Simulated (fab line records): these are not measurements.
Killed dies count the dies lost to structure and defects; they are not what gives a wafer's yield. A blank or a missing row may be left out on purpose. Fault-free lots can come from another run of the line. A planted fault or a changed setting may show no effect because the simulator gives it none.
The tool behind it: which one? || flow n5_finfet || 32 wafers from 11 lots sampled at 5 of the route's 1938 steps

WHAT EACH GAUGE READ, for each wafer
No reading from a measuring or inspecting step in the record can be judged against a usual standard deviation.

WHICH TOOL RAN EACH LOT (tool, then ch and the chambers of the sampled wafers, then the start)
{"lot": "L427", "N5_BEOL_M6_STRIP_80": "rie_diel-04 ch 0,1, day 11 20:20 or earlier", "N5_BEOL_M6_DEGAS_44": "pvd_sputter-01, day 11 20:20", "N5_BEOL_M6_SURFACE_TREAT_79": "pvd_sputter-02, day 11 20:43", "N5_BEOL_M6_ECD_50": "ecd_cu-02 ch 0, day 11 22:37", "N5_BEOL_M6_CMP_52": "cmp-04 ch 1,2,3, day 11 23:00"}
{"lot": "L428", "N5_BEOL_M6_STRIP_80": "rie_diel-01 ch 2,3, day 13 03:08 or earlier", "N5_BEOL_M6_DEGAS_44": "pvd_sputter-01, day 13 03:08", "N5_BEOL_M6_SURFACE_TREAT_79": "pvd_sputter-01, day 13 04:02", "N5_BEOL_M6_ECD_50": "ecd_cu-02 ch 0,1, day 13 04:39", "N5_BEOL_M6_CMP_52": "cmp-02 ch 1,3, day 13 05:02"}
{"lot": "L431", "N5_BEOL_M6_STRIP_80": "rie_diel-03 ch 1,2,3, day 13 11:42 or earlier", "N5_BEOL_M6_DEGAS_44": "pvd_sputter-03, day 13 11:42", "N5_BEOL_M6_SURFACE_TREAT_79": "pvd_sputter-03, day 13 12:08", "N5_BEOL_M6_ECD_50": "ecd_cu-01 ch 0,1, day 13 12:33", "N5_BEOL_M6_CMP_52": "cmp-03 ch 1,3, day 13 13:12"}
{"lot": "L437", "N5_BEOL_M6_STRIP_80": "rie_diel-01 ch 0,2, day 14 21:31 or earlier", "N5_BEOL_M6_DEGAS_44": "pvd_sputter-01, day 14 21:31", "N5_BEOL_M6_SURFACE_TREAT_79": "pvd_sputter-01, day 14 21:55", "N5_BEOL_M6_ECD_50": "ecd_cu-02 ch 0,1, day 14 22:17", "N5_BEOL_M6_CMP_52": "cmp-04 ch 1,3, day 14 22:49"}
{"lot": "L438", "N5_BEOL_M6_STRIP_80": "rie_diel-01 ch 0,2,3, day 15 02:50 or earlier", "N5_BEOL_M6_DEGAS_44": "pvd_sputter-02, day 15 02:50", "N5_BEOL_M6_SURFACE_TREAT_79": "pvd_sputter-03, day 15 03:29", "N5_BEOL_M6_ECD_50": "ecd_cu-02 ch 0,1, day 15 04:27", "N5_BEOL_M6_CMP_52": "cmp-04 ch 0,1,2, day 15 05:02"}
{"lot": "L441", "N5_BEOL_M6_STRIP_80": "rie_diel-04 ch 1,2,3, day 16 17:34 or earlier", "N5_BEOL_M6_DEGAS_44": "pvd_sputter-01, day 16 17:34", "N5_BEOL_M6_SURFACE_TREAT_79": "pvd_sputter-01, day 16 18:03", "N5_BEOL_M6_ECD_50": "ecd_cu-01 ch 0,1, day 16 18:28", "N5_BEOL_M6_CMP_52": "cmp-03 ch 1,2, day 16 18:55"}
{"lot": "L444", "N5_BEOL_M6_STRIP_80": "rie_diel-01 ch 2,3, day 16 21:32 or earlier", "N5_BEOL_M6_DEGAS_44": "pvd_sputter-03, day 16 21:32", "N5_BEOL_M6_SURFACE_TREAT_79": "pvd_sputter-01, day 16 21:59", "N5_BEOL_M6_ECD_50": "ecd_cu-01 ch 0,1, day 16 22:19", "N5_BEOL_M6_CMP_52": "cmp-02 ch 0,1,2, day 16 22:56"}
{"lot": "L445", "N5_BEOL_M6_STRIP_80": "rie_diel-04 ch 0,1, day 16 21:41 or earlier", "N5_BEOL_M6_DEGAS_44": "pvd_sputter-03, day 16 21:41", "N5_BEOL_M6_SURFACE_TREAT_79": "pvd_sputter-03, day 16 22:05", "N5_BEOL_M6_ECD_50": "ecd_cu-01 ch 0,1, day 16 22:26", "N5_BEOL_M6_CMP_52": "cmp-02 ch 0,1, day 16 23:09"}
{"lot": "L446", "N5_BEOL_M6_STRIP_80": "rie_diel-04 ch 0,1,2, day 17 21:44 or earlier", "N5_BEOL_M6_DEGAS_44": "pvd_sputter-03, day 17 21:44", "N5_BEOL_M6_SURFACE_TREAT_79": "pvd_sputter-01, day 17 22:16", "N5_BEOL_M6_ECD_50": "ecd_cu-01 ch 1, day 17 22:43", "N5_BEOL_M6_CMP_52": "cmp-04 ch 0,1,2, day 17 23:09"}
{"lot": "L448", "N5_BEOL_M6_STRIP_80": "rie_diel-04 ch 0,1,2, day 17 22:41 or earlier", "N5_BEOL_M6_DEGAS_44": "pvd_sputter-03, day 17 22:41", "N5_BEOL_M6_SURFACE_TREAT_79": "pvd_sputter-01, day 17 23:13", "N5_BEOL_M6_ECD_50": "ecd_cu-01 ch 0,1, day 18 01:19", "N5_BEOL_M6_CMP_52": "cmp-02 ch 0,2,3, day 18 01:55"}
{"lot": "L450", "N5_BEOL_M6_STRIP_80": "rie_diel-03 ch 0,2,3, day 18 10:30 or earlier", "N5_BEOL_M6_DEGAS_44": "pvd_sputter-02, day 18 10:30", "N5_BEOL_M6_SURFACE_TREAT_79": "pvd_sputter-01, day 18 10:53", "N5_BEOL_M6_ECD_50": "ecd_cu-02 ch 0,1, day 18 11:24", "N5_BEOL_M6_CMP_52": "cmp-02 ch 0,1, day 18 11:57"}
- N5_BEOL_M6_STRIP_80: strips in N2/H2, time 10 s.
- N5_BEOL_M6_DEGAS_44: time 60 s.
- N5_BEOL_M6_SURFACE_TREAT_79
- N5_BEOL_M6_ECD_50: material Cu, target thk 300 nm.
- N5_BEOL_M6_CMP_52: polishes, stops on SiCOH lowk, t overpolish 6.9 s, target thk 80 nm.

AS READ BY THE TOOLS THEMSELVES (means over the sampled wafers that have a number; for cases with no such wafer, the mark the record gives instead)
N5_BEOL_M6_STRIP_80. Usual: drypump_motor_current_A 5.69 A, standard deviation 0.2; oes_product_au 0.79 a.u., standard deviation 0.079; rf_vpp_V 59.1 V, standard deviation 0.83; showerhead_plenum_p_Torr 2.51 Torr, standard deviation 0.082; throttle_valve_pct 23.7 %, standard deviation 0.3.
{"lot": "L427", "tool": "rie_diel-04", "drypump_motor_current_A (A)": 5.91, "oes_product_au (a.u.)": 0.90, "rf_vpp_V (V)": 59.5, "showerhead_plenum_p_Torr (Torr)": 2.48, "throttle_valve_pct (%)": 23.6, "flag": ""}
{"lot": "L428", "tool": "rie_diel-01", "drypump_motor_current_A (A)": 5.77, "oes_product_au (a.u.)": 0.81, "rf_vpp_V (V)": 58.3, "showerhead_plenum_p_Torr (Torr)": 2.51, "throttle_valve_pct (%)": 23.8, "flag": ""}
{"lot": "L431", "tool": "rie_diel-03", "drypump_motor_current_A (A)": 5.80, "oes_product_au (a.u.)": 0.73, "rf_vpp_V (V)": 58.7, "showerhead_plenum_p_Torr (Torr)": 2.48, "throttle_valve_pct (%)": 23.6, "flag": ""}
{"lot": "L437", "tool": "rie_diel-01", "drypump_motor_current_A (A)": 5.68, "oes_product_au (a.u.)": 0.73, "rf_vpp_V (V)": 58.9, "showerhead_plenum_p_Torr (Torr)": 2.49, "throttle_valve_pct (%)": 24.1, "flag": ""}
{"lot": "L438", "tool": "rie_diel-01", "drypump_motor_current_A (A)": 5.73, "oes_product_au (a.u.)": 0.79, "rf_vpp_V (V)": 59.4, "showerhead_plenum_p_Torr (Torr)": 2.48, "throttle_valve_pct (%)": 23.8, "flag": ""}
{"lot": "L441", "tool": "rie_diel-04", "drypump_motor_current_A (A)": 5.53, "oes_product_au (a.u.)": 0.81, "rf_vpp_V (V)": 59.6, "showerhead_plenum_p_Torr (Torr)": 2.57, "throttle_valve_pct (%)": 23.8, "flag": ""}
{"lot": "L444", "tool": "rie_diel-01", "drypump_motor_current_A (A)": 5.72, "oes_product_au (a.u.)": 0.75, "rf_vpp_V (V)": 60.0, "showerhead_plenum_p_Torr (Torr)": 2.50, "throttle_valve_pct (%)": 24.0, "flag": ""}
{"lot": "L445", "tool": "rie_diel-04", "drypump_motor_current_A (A)": 5.88, "oes_product_au (a.u.)": 0.84, "rf_vpp_V (V)": 58.9, "showerhead_plenum_p_Torr (Torr)": 2.46, "throttle_valve_pct (%)": 23.5, "flag": ""}
{"lot": "L446", "tool": "rie_diel-04", "drypump_motor_current_A (A)": 5.75, "oes_product_au (a.u.)": 0.84, "rf_vpp_V (V)": 59.6, "showerhead_plenum_p_Torr (Torr)": 2.51, "throttle_valve_pct (%)": 23.6, "flag": ""}
{"lot": "L448", "tool": "rie_diel-04", "drypump_motor_current_A (A)": 5.75, "oes_product_au (a.u.)": 0.84, "rf_vpp_V (V)": 59.8, "showerhead_plenum_p_Torr (Torr)": 2.51, "throttle_valve_pct (%)": 23.6, "flag": ""}
{"lot": "L450", "tool": "rie_diel-03", "drypump_motor_current_A (A)": 5.72, "oes_product_au (a.u.)": 0.87, "rf_vpp_V (V)": 59.6, "showerhead_plenum_p_Torr (Torr)": 2.48, "throttle_valve_pct (%)": 23.2, "flag": ""}

N5_BEOL_M6_DEGAS_44. Usual: heater_power_w 310 W, standard deviation 29.
{"lot": "L427", "tool": "pvd_sputter-01", "heater_power_w (W)": 319, "flag": ""}
{"lot": "L428", "tool": "pvd_sputter-01", "heater_power_w (W)": 338, "flag": ""}
{"lot": "L431", "tool": "pvd_sputter-03", "heater_power_w (W)": 289, "flag": ""}
{"lot": "L437", "tool": "pvd_sputter-01", "heater_power_w (W)": 351, "flag": ""}
{"lot": "L438", "tool": "pvd_sputter-02", "heater_power_w (W)": 310, "flag": ""}
{"lot": "L441", "tool": "pvd_sputter-01", "heater_power_w (W)": 333, "flag": ""}
{"lot": "L444", "tool": "pvd_sputter-03", "heater_power_w (W)": 306, "flag": ""}
{"lot": "L445", "tool": "pvd_sputter-03", "heater_power_w (W)": 316, "flag": ""}
{"lot": "L446", "tool": "pvd_sputter-03", "heater_power_w (W)": 309, "flag": ""}
{"lot": "L448", "tool": "pvd_sputter-03", "heater_power_w (W)": 304, "flag": ""}
{"lot": "L450", "tool": "pvd_sputter-02", "heater_power_w (W)": 295, "flag": ""}

N5_BEOL_M6_CMP_52. Usual: head_pressure_psi 1.0002 psi, standard deviation 0.0022; motor_current_A 6.2 A, standard deviation 0.44; time_to_endpoint_s 62 s, standard deviation 3.4.
{"lot": "L427", "tool": "cmp-04", "head_pressure_psi (psi)": 0.9993, "motor_current_A (A)": 6.3, "time_to_endpoint_s (s)": 61, "flag": ""}
{"lot": "L428", "tool": "cmp-02", "head_pressure_psi (psi)": 1.0029, "motor_current_A (A)": 6.2, "time_to_endpoint_s (s)": 62, "flag": ""}
{"lot": "L431", "tool": "cmp-03", "head_pressure_psi (psi)": 1.0014, "motor_current_A (A)": 6.1, "time_to_endpoint_s (s)": 63, "flag": ""}
{"lot": "L437", "tool": "cmp-04", "head_pressure_psi (psi)": 0.9996, "motor_current_A (A)": 6.1, "time_to_endpoint_s (s)": 66, "flag": ""}
{"lot": "L438", "tool": "cmp-04", "head_pressure_psi (psi)": 0.9997, "motor_current_A (A)": 5.9, "time_to_endpoint_s (s)": 82, "flag": "OFF"}
{"lot": "L441", "tool": "cmp-03", "head_pressure_psi (psi)": 1.0030, "motor_current_A (A)": 6.7, "time_to_endpoint_s (s)": 62, "flag": ""}
{"lot": "L444", "tool": "cmp-02", "head_pressure_psi (psi)": 0.9981, "motor_current_A (A)": 6.1, "time_to_endpoint_s (s)": 61, "flag": ""}
{"lot": "L445", "tool": "cmp-02", "head_pressure_psi (psi)": 0.9987, "motor_current_A (A)": 5.9, "time_to_endpoint_s (s)": 65, "flag": ""}
{"lot": "L446", "tool": "cmp-04", "head_pressure_psi (psi)": 0.9984, "motor_current_A (A)": 5.8, "time_to_endpoint_s (s)": 62, "flag": ""}
{"lot": "L448", "tool": "cmp-02", "head_pressure_psi (psi)": 1.0010, "motor_current_A (A)": 6.5, "time_to_endpoint_s (s)": 64, "flag": ""}
{"lot": "L450", "tool": "cmp-02", "head_pressure_psi (psi)": 1.0007, "motor_current_A (A)": 6.0, "time_to_endpoint_s (s)": 62, "flag": ""}

THE ANSWER, worked out from the rows above alone
Rule: a lot counts as off when the mean over its wafers that have a number is more than 3 standard deviations away from the usual mean. Also off: a lot with no number at a reading for which 4 or more lots have one. The other lots that the step has rows for count as sound. The gauges are gone through in route order, then the tools' own readings, and for those a lot's mean is taken as printed above. The first step at which some lot is off is used, and at that step the reading that is off furthest; a lot without a number counts as furthest.
Off: L438, at N5_BEOL_M6_CMP_52 (time_to_endpoint_s).
A tool fits if, at that step or a process step before it, it ran every lot that is off, and no sound lot after the first of them. With no start given for some of its lots, N5_BEOL_M6_STRIP_80 uses the hours and lot order of N5_BEOL_M6_DEGAS_44. Not one of the candidates tried fits.

WHAT THE SIMULATOR HAD INSERTED
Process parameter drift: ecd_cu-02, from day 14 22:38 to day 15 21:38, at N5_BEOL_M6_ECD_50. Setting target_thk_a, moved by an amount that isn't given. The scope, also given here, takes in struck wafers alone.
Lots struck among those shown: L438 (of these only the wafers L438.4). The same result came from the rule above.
